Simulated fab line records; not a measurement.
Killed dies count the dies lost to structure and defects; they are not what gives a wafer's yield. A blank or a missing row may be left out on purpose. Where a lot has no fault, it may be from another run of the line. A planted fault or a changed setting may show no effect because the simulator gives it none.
Which of the tools did it?    flow nand harc    Sampling: 24 lots, 72 wafers, 5 of 1159 route steps

== WHAT THE GAUGES SHOWED, per wafer ==
NHARC_P_GATE_INSPECT_68. Usual: 192 for raw defect count, sd 62.
lot   measured      on                 raw defect count  flag
L074  day 5 06:19   defect inspect-02  171 109 131       
L075  day 6 01:08   defect inspect-02  174 167 161       
L076  day 6 00:13   defect inspect-02  172 219 189       
L078  day 6 04:27   defect inspect-02  196 220 159       
L077  day 6 08:59   defect inspect-01  135 168 121       
L079  day 6 16:46   defect inspect-01  100 152 118       
L080  day 7 00:50   defect inspect-01  166 131 272       
L081  day 7 07:34   defect inspect-02  270 248 230       
L083  day 7 14:22   defect inspect-02  238 292 246       
L082  day 7 13:15   defect inspect-02  158 177 92        
L084  day 7 18:35   defect inspect-01  208 385 242       
L085  day 8 16:02   defect inspect-01  167 91 112        
L086  day 8 16:20   defect inspect-01  136 338 277       
L088  day 8 15:21   defect inspect-01  198 197 127       
L087  day 8 21:57   defect inspect-02  208 182 175       
L089  day 9 10:31   defect inspect-01  144 102 208       
L090  day 9 10:59   defect inspect-02  207 229 206       
L091  day 9 15:40   defect inspect-02  252 226 275       
L092  day 10 06:03  defect inspect-01  236 129 228       
L093  day 10 05:13  defect inspect-02  175 162 149       
L095  day 10 14:26  defect inspect-01  205 238 337       
L094  day 10 14:37  defect inspect-02  164 235 165       
L096  day 11 05:51  defect inspect-02  284 162 294       
L097  day 11 06:38  defect inspect-02  130 109 226       

== TOOL THAT RAN EACH LOT (tool first, then ch and the chambers of the sampled wafers, then the start) ==
lot   NHARC_P_STI_CMP_21            NHARC_P_GATE_DESCUM_13             NHARC_P_GATE_ETCH_114                          NHARC_P_GATE_RTA_80
L074  cmp-04 ch 1,2,3, day 3 05:28  rie diel-07 ch 1,2, day 3 22:15    rie diel-04 ch 0,1,3, day 5 05:39 or earlier   rtp anneal-01 ch 0, day 5 05:39
L075  cmp-02 ch 2,3, day 3 18:23    rie diel-04 ch 1,2, day 4 14:31    rie diel-04 ch 0,1,3, day 6 00:27 or earlier   rtp anneal-02 ch 0, day 6 00:27
L076  cmp-04 ch 0,1,3, day 3 18:28  rie diel-04 ch 1,2,3, day 4 14:41  rie diel-04 ch 0,3, day 5 23:34 or earlier     rtp anneal-01 ch 0, day 5 23:34
L078  cmp-01 ch 0,1, day 4 02:59    rie diel-07 ch 0,2,3, day 4 19:34  rie diel-07 ch 0,1, day 6 03:48 or earlier     rtp anneal-01 ch 0, day 6 03:48
L077  cmp-04 ch 0,1,3, day 4 03:01  rie diel-04 ch 0,1,2, day 4 19:44  rie diel-07 ch 0,2, day 6 08:19 or earlier     rtp anneal-02 ch 0, day 6 08:19
L079  cmp-04 ch 0,3, day 4 11:41    rie diel-04 ch 0,1,2, day 5 06:35  rie diel-07 ch 0,1, day 6 16:06 or earlier     rtp anneal-02 ch 0, day 6 16:06
L080  cmp-01 ch 1,3, day 4 17:37    rie diel-04 ch 0,2,3, day 5 11:39  rie diel-05 ch 1,2, day 7 00:11 or earlier     rtp anneal-02 ch 0, day 7 00:11
L081  cmp-02 ch 0,2,3, day 5 02:04  rie diel-05 ch 1,2,3, day 5 22:37  rie diel-04 ch 0,1,3, day 7 06:57 or earlier   rtp anneal-02 ch 0, day 7 06:57
L083  cmp-02 ch 1,2, day 5 10:18    rie diel-05 ch 2,3, day 6 04:35    rie diel-04 ch 1,3, day 7 13:43 or earlier     rtp anneal-02 ch 0, day 7 13:43
L082  cmp-01 ch 1,2,3, day 5 10:21  rie diel-07 ch 0,1,2, day 6 04:28  rie diel-07 ch 0,2,3, day 7 12:36 or earlier   rtp anneal-01 ch 0, day 7 12:36
L084  cmp-04 ch 0,1,3, day 5 17:42  rie diel-05 ch 2,3, day 6 10:25    rie diel-07 ch 2,3, day 7 17:57 or earlier     rtp anneal-01 ch 0, day 7 17:57
L085  cmp-01 ch 0,1,2, day 6 14:01  rie diel-07 ch 1,2,3, day 7 07:11  rie diel-04 ch 1,2,3, day 8 15:23 or earlier   rtp anneal-01 ch 0, day 8 15:23
L086  cmp-02 ch 1,3, day 6 14:02    rie diel-07 ch 1,2,3, day 7 07:08  rie diel-07 ch 1,2,3, day 8 15:41 or earlier   rtp anneal-02 ch 0, day 8 15:41
L088  cmp-04 ch 0,2,3, day 6 14:03  rie diel-04 ch 1,2, day 7 07:17    rie diel-04 ch 0,1,2, day 8 14:43 or earlier   rtp anneal-01 ch 0, day 8 14:43
L087  cmp-04 ch 0,1, day 6 14:12    rie diel-04 ch 2,3, day 7 07:26    rie diel-04 ch 0,1, day 8 21:16 or earlier     rtp anneal-01 ch 0, day 8 21:16
L089  cmp-01 ch 0,3, day 7 03:29    rie diel-04 ch 1,2,3, day 7 23:37  rie diel-07 ch 0,3, day 9 09:51 or earlier     rtp anneal-02 ch 0, day 9 09:51
L090  cmp-02 ch 0,1,2, day 7 03:29  rie diel-04 ch 0,1, day 7 23:44    rie diel-04 ch 0,3, day 9 10:20 or earlier     rtp anneal-02 ch 0, day 9 10:20
L091  cmp-04 ch 0,1,3, day 7 11:37  rie diel-07 ch 1,2,3, day 8 05:25  rie diel-07 ch 0,1,3, day 9 15:06 or earlier   rtp anneal-02 ch 0, day 9 15:06
L092  cmp-04 ch 1,2, day 8 01:45    rie diel-04 ch 0,1, day 8 21:10    rie diel-07 ch 0,2, day 10 05:27 or earlier    rtp anneal-02 ch 0, day 10 05:27
L093  cmp-02 ch 0,2,3, day 8 01:45  rie diel-07 ch 0,1,3, day 8 21:00  rie diel-04 ch 1,2,3, day 10 04:35 or earlier  rtp anneal-01 ch 0, day 10 04:35
L095  cmp-01 ch 0,1, day 8 08:50    rie diel-04 ch 1,2,3, day 9 04:21  rie diel-04 ch 0,1,2, day 10 13:47 or earlier  rtp anneal-01 ch 0, day 10 13:47
L094  cmp-04 ch 1,2,3, day 8 08:51  rie diel-04 ch 0,3, day 9 04:10    rie diel-05 ch 0,1,2, day 10 13:57 or earlier  rtp anneal-01 ch 0, day 10 13:57
L096  cmp-04 ch 2,3, day 9 01:06    rie diel-07 ch 0,1,2, day 9 18:29  rie diel-07 ch 2,3, day 11 05:11 or earlier    rtp anneal-02 ch 0, day 11 05:11
L097  cmp-01 ch 1,3, day 9 01:07    rie diel-07 ch 1,2,3, day 9 18:37  rie diel-04 ch 0,1, day 11 06:02 or earlier    rtp anneal-01 ch 0, day 11 06:02
- NHARC_P_STI_CMP_21: polishes, t overpolish 20 s, target thk 380.67 nm.
- NHARC_P_GATE_DESCUM_13: chemistry O2, time 3 s.
- NHARC_P_GATE_ETCH_114: etches the open film in CF4/O2, target depth 30 nm, overetch 3 nm, time 16.5 s.
- NHARC_P_GATE_RTA_80: time 30 s.

== AS READ BY THE TOOLS THEMSELVES (means over the sampled wafers that have a number; for cases with no such wafer, the mark the record gives instead) ==
NHARC_P_STI_CMP_21. Usual: motor current A 11.7 A, standard deviation 1.1; overpolish run s 20.001 s, standard deviation 0.0087.
lot   tool    motor current A (A)  overpolish run s (s)  flag
L074  cmp-04  10.9                 20.007                
L075  cmp-02  10.9                 20.003                
L076  cmp-04  11.6                 19.995                
L078  cmp-01  11.9                 20.006                
L077  cmp-04  11.3                 19.996                
L079  cmp-04  12.5                 19.997                
L080  cmp-01  12.3                 20.009                
L081  cmp-02  10.7                 20.002                
L083  cmp-02  10.1                 19.995                
L082  cmp-01  12.8                 19.995                
L084  cmp-04  11.7                 20.005                
L085  cmp-01  12.5                 20.010                
L086  cmp-02  11.5                 19.998                
L088  cmp-04  12.5                 19.997                
L087  cmp-04  12.8                 20.016                
L089  cmp-01  12.2                 20.005                
L090  cmp-02  10.9                 19.993                
L091  cmp-04  11.5                 20.000                
L092  cmp-04  11.3                 20.004                
L093  cmp-02  10.8                 20.002                
L095  cmp-01  11.9                 19.999                
L094  cmp-04  11.4                 20.000                
L096  cmp-04  10.9                 20.005                
L097  cmp-01  12.6                 20.007                

NHARC_P_GATE_DESCUM_13. Usual: drypump motor current A 5.6 A, standard deviation 0.56; mfc ar sccm 0.007 sccm, standard deviation 0.014; oes product au 1.008 a.u., standard deviation 0.013; rf vpp V 57.8 V, standard deviation 0.86; showerhead plenum p Torr 1.92 Torr, standard deviation 0.067; throttle valve pct 11.311 %, standard deviation 0.0092.
lot   tool         drypump motor current A (A)  mfc ar sccm (sccm)  oes product au (a.u.)  rf vpp V (V)  showerhead plenum p Torr (Torr)  throttle valve pct (%)  flag
L074  rie diel-07  6.0                          0.000               1.021                  58.1          1.93                             11.310                  
L075  rie diel-04  5.3                          0.023               1.000                  58.3          1.94                             11.312                  
L076  rie diel-04  5.4                          0.020               1.002                  57.9          1.98                             11.317                  
L078  rie diel-07  5.6                          0.000               1.013                  57.8          1.88                             11.310                  
L077  rie diel-04  5.6                          0.019               0.993                  57.7          1.93                             11.313                  
L079  rie diel-04  5.7                          0.019               0.997                  57.8          1.93                             11.308                  
L080  rie diel-04  5.8                          0.016               1.002                  58.1          1.97                             11.311                  
L081  rie diel-05  5.9                          0.000               1.016                  57.8          1.88                             11.322                  
L083  rie diel-05  6.3                          0.000               1.020                  57.4          1.92                             11.315                  
L082  rie diel-07  5.5                          0.000               1.015                  56.8          1.88                             11.311                  
L084  rie diel-05  6.3                          0.000               1.022                  57.8          1.92                             11.307                  
L085  rie diel-07  5.5                          0.000               1.014                  58.5          1.94                             11.314                  
L086  rie diel-07  5.5                          0.000               1.016                  58.2          1.94                             11.305                  
L088  rie diel-04  5.5                          0.033               1.010                  57.9          1.96                             11.312                  
L087  rie diel-04  5.7                          0.030               1.010                  58.4          1.99                             11.310                  
L089  rie diel-04  5.4                          0.020               1.004                  56.9          1.97                             11.310                  
L090  rie diel-04  5.4                          0.009               1.001                  57.7          1.91                             11.316                  
L091  rie diel-07  5.5                          0.000               1.012                  57.6          1.93                             11.313                  
L092  rie diel-04  5.6                          0.004               1.012                  57.9          1.90                             11.316                  
L093  rie diel-07  5.0                          0.000               1.014                  57.7          1.89                             11.305                  
L095  rie diel-04  5.4                          0.020               0.999                  58.2          1.97                             11.313                  
L094  rie diel-04  5.6                          0.003               0.998                  58.0          1.98                             11.303                  
L096  rie diel-07  5.5                          0.000               1.012                  57.5          1.87                             11.310                  
L097  rie diel-07  5.5                          0.000               1.021                  58.0          1.93                             11.314                  

NHARC_P_GATE_ETCH_114. Usual: drypump motor current A 5.5 A, standard deviation 0.53; mfc ar sccm 0.007 sccm, standard deviation 0.013; oes product au 1.008 a.u., standard deviation 0.012; rf vpp V 197.9 V, standard deviation 1.5; showerhead plenum p Torr 1.34 Torr, standard deviation 0.05; throttle valve pct 13.397 %, standard deviation 0.0087.
lot   tool         drypump motor current A (A)  mfc ar sccm (sccm)  oes product au (a.u.)  rf vpp V (V)  showerhead plenum p Torr (Torr)  throttle valve pct (%)  flag
L074  rie diel-04  5.5                          0.006               0.992                  197.7         1.36                             13.402                  
L075  rie diel-04  5.5                          0.006               0.989                  199.2         1.36                             13.395                  
L076  rie diel-04  5.7                          0.001               0.995                  198.9         1.36                             13.397                  
L078  rie diel-07  5.0                          0.000               1.000                  198.1         1.33                             13.400                  
L077  rie diel-07  6.1                          0.000               1.016                  197.3         1.30                             13.400                  
L079  rie diel-07  5.0                          0.000               1.003                  196.6         1.28                             13.400                  
L080  rie diel-05  5.5                          0.000               1.004                  196.5         1.29                             13.398                  
L081  rie diel-04  5.5                          0.006               1.013                  198.8         1.36                             13.394                  
L083  rie diel-04  5.2                          0.010               1.002                  197.6         1.36                             13.394                  
L082  rie diel-07  5.6                          0.000               1.006                  197.4         1.31                             13.396                  
L084  rie diel-07  5.6                          0.000               1.015                  198.2         1.35                             13.399                  
L085  rie diel-04  5.4                          0.020               0.998                  198.3         1.37                             13.402                  
L086  rie diel-07  5.5                          0.000               1.012                  197.4         1.35                             13.396                  
L088  rie diel-04  5.6                          0.019               1.007                  198.4         1.35                             13.399                  
L087  rie diel-04  5.6                          0.004               1.013                  197.6         1.33                             13.400                  
L089  rie diel-07  5.1                          0.000               1.015                  197.7         1.31                             13.399                  
L090  rie diel-04  5.6                          0.003               1.014                  199.7         1.38                             13.397                  
L091  rie diel-07  5.0                          0.000               1.011                  197.0         1.32                             13.403                  
L092  rie diel-07  6.1                          0.000               1.022                  197.4         1.29                             13.393                  
L093  rie diel-04  5.4                          0.020               1.007                  198.5         1.37                             13.408                  
L095  rie diel-04  5.6                          0.019               1.009                  198.0         1.34                             13.398                  
L094  rie diel-05  5.9                          0.002               1.012                  199.5         1.38                             13.400                  
L096  rie diel-07  6.1                          0.000               1.024                  197.8         1.33                             13.403                  
L097  rie diel-04  5.6                          0.004               1.023                  197.0         1.32                             13.400                  

NHARC_P_GATE_RTA_80. Usual: lamp power pct 2.03 %, standard deviation 0.075; wafer_temp_C_max 301.1, standard deviation 0.45.
lot   tool           lamp power pct (%)  wafer_temp_C_max  flag
L074  rtp anneal-01  1.96                301.3             
L075  rtp anneal-02  2.11                300.6             
L076  rtp anneal-01  1.97                301.5             
L078  rtp anneal-01  1.96                301.8             
L077  rtp anneal-02  2.11                300.6             
L079  rtp anneal-02  2.11                301.1             
L080  rtp anneal-02  2.11                300.7             
L081  rtp anneal-02  2.11                300.8             
L083  rtp anneal-02  2.11                300.8             
L082  rtp anneal-01  1.96                301.2             
L084  rtp anneal-01  1.96                301.8             
L085  rtp anneal-01  1.96                301.3             
L086  rtp anneal-02  2.11                300.9             
L088  rtp anneal-01  1.96                301.4             
L087  rtp anneal-01  1.96                301.9             
L089  rtp anneal-02  2.11                300.9             
L090  rtp anneal-02  2.12                301.0             
L091  rtp anneal-02  2.11                300.8             
L092  rtp anneal-02  2.11                300.9             
L093  rtp anneal-01  1.96                301.1             
L095  rtp anneal-01  1.96                301.8             
L094  rtp anneal-01  1.96                301.8             
L096  rtp anneal-02  2.11                300.7             
L097  rtp anneal-01  1.96                301.5             

== THE ANSWER, worked out from the rows above alone ==
Rule: take the mean of a lot's wafers that have a number; if it is more than 3 standard deviations from the usual mean, the lot is off. A lot without any number at a reading at which 4 lots or more have one is off too. Where the step has rows for the other lots, those lots are counted as sound. First the gauges in route order, then the tools' own readings, where a lot's mean is used as printed above. The first step at which some lot is off is used, and at that step the reading that is off furthest; a lot without a number counts as furthest.
Nothing can be told from this: no lot is off at any reading shown.

== WHAT THE SIMULATOR HAD INSERTED ==
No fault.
